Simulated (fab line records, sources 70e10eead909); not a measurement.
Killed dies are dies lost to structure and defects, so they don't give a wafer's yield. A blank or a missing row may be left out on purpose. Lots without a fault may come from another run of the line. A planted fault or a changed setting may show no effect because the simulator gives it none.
Which tool did it? | flow nand_harc | 10 lots, 30 wafers sampled, at 4 steps of a route of 1302

WHAT THE GAUGES READ, wafer by wafer
NHARC_END_WLT_00.
lot  | measured     | on        | VT_DECK2_TOP_INNER
L613 | day 24 02:31 | prober-02 | 0.892 0.894 0.897
L616 | day 25 13:49 | prober-01 | 5.971 6.027 5.987 5.975 5.999 5.995
L618 | day 25 17:12 | prober-02 | 5.956 5.962 6.015 5.985 5.940 5.999
L628 | day 30 23:06 | prober-02 | 0.890 0.904 0.905
L630 | day 30 15:14 | prober-01 | 0.899 0.890 0.888
L629 | day 30 15:16 | prober-02 | 0.895 0.889 0.899
L632 | day 33 02:33 | prober-01 | 0.892 0.880 0.891
L633 | day 32 22:24 | prober-02 | 0.891 0.894 0.886
L635 | day 33 09:05 | prober-02 | 0.889 0.895 0.888
L636 | day 34 19:08 | prober-01 | 0.902 0.887 0.903

WHICH TOOL RAN EACH LOT (tool, then ch and the chambers of the sampled wafers, then the start)
lot  | NHARC_A_SLIT_STRIP_18                         | NHARC_A_WL_FILL_ALD_00           | NHARC_A_WL_FILL_ETCHBACK_05
L613 | rie_diel-06 ch 1,2,3, day 20 06:22 or earlier | ald_hk-03 ch 0,3, day 20 06:22   | rie_metal-02 ch 0,1, day 20 07:53
L616 | rie_diel-07 ch 1,2,3, day 21 11:55 or earlier | ald_hk-04 ch 0,3, day 21 11:55   | rie_metal-02 ch 0,1, day 21 13:31
L618 | rie_diel-07 ch 1,2,3, day 21 11:55 or earlier | ald_hk-01 ch 0,1, day 21 11:55   | rie_metal-03 ch 0,1, day 21 13:37
L628 | rie_diel-06 ch 0,2, day 26 11:59 or earlier   | ald_hk-01 ch 0,2, day 26 11:59   | rie_metal-01 ch 0,1, day 26 13:30
L630 | rie_diel-07 ch 0,3, day 26 15:42 or earlier   | ald_hk-04 ch 0,2,3, day 26 15:42 | rie_metal-02 ch 0,1, day 26 17:25
L629 | rie_diel-07 ch 0,1,2, day 26 15:38 or earlier | ald_hk-01 ch 0,2, day 26 15:38   | rie_metal-03 ch 0,1, day 26 17:10
L632 | rie_diel-06 ch 0,1,2, day 28 09:34 or earlier | ald_hk-04 ch 2,3, day 28 09:34   | rie_metal-01 ch 0,1, day 28 11:07
L633 | rie_diel-11 ch 0,3, day 28 17:35 or earlier   | ald_hk-01 ch 0,3, day 28 17:35   | rie_metal-03 ch 1, day 28 19:06
L635 | rie_diel-07 ch 0,1,2, day 29 07:43 or earlier | ald_hk-04 ch 0,2,3, day 29 07:43 | rie_metal-02 ch 1, day 29 09:27
L636 | rie_diel-11 ch 0,1,3, day 30 08:05 or earlier | ald_hk-04 ch 0,1,3, day 30 08:05 | rie_metal-02 ch 1, day 30 09:58
- NHARC_A_SLIT_STRIP_18: strips in O2.
- NHARC_A_WL_FILL_ALD_00: deposits Al2O3, target thk 3 nm, pulse time 3 s, ald cycles 30.
- NHARC_A_WL_FILL_ETCHBACK_05: etches the open film in Cl2/BCl3, target depth 22 nm, time 60 s.

THE ANSWER, worked out from the rows above alone
Rule: what is usual is taken from the lots themselves. Put in order of their means at a reading, lots are off if they are a third of the lots or fewer, leave a main group of 4 or more, and stand apart from it by a gap of 3 or more times the standard deviation of the main group's means; of several such gaps the widest counts. A main group whose means are all the same, to the digits that the tables above print for the reading, isn't used. A lot without any number at a reading at which 4 lots or more have one is off too. The other lots that the step has rows for count as sound.
Off: L616, L618, at NHARC_END_WLT_00 (VT_DECK2_TOP_INNER). The main group: mean 0.893, standard deviation 0.0037.
A tool fits if, at a process step before that reading, it ran every lot that is off, and no sound lot after the first of them. The gauges at NHARC_END_WLT_00 are tried like those tools. NHARC_A_SLIT_STRIP_18 gives no start for some lots, so the hours and the order of its lots are those of NHARC_A_WL_FILL_ALD_00. None of those tried fits.

WHAT THE SIMULATOR HAD PUT IN
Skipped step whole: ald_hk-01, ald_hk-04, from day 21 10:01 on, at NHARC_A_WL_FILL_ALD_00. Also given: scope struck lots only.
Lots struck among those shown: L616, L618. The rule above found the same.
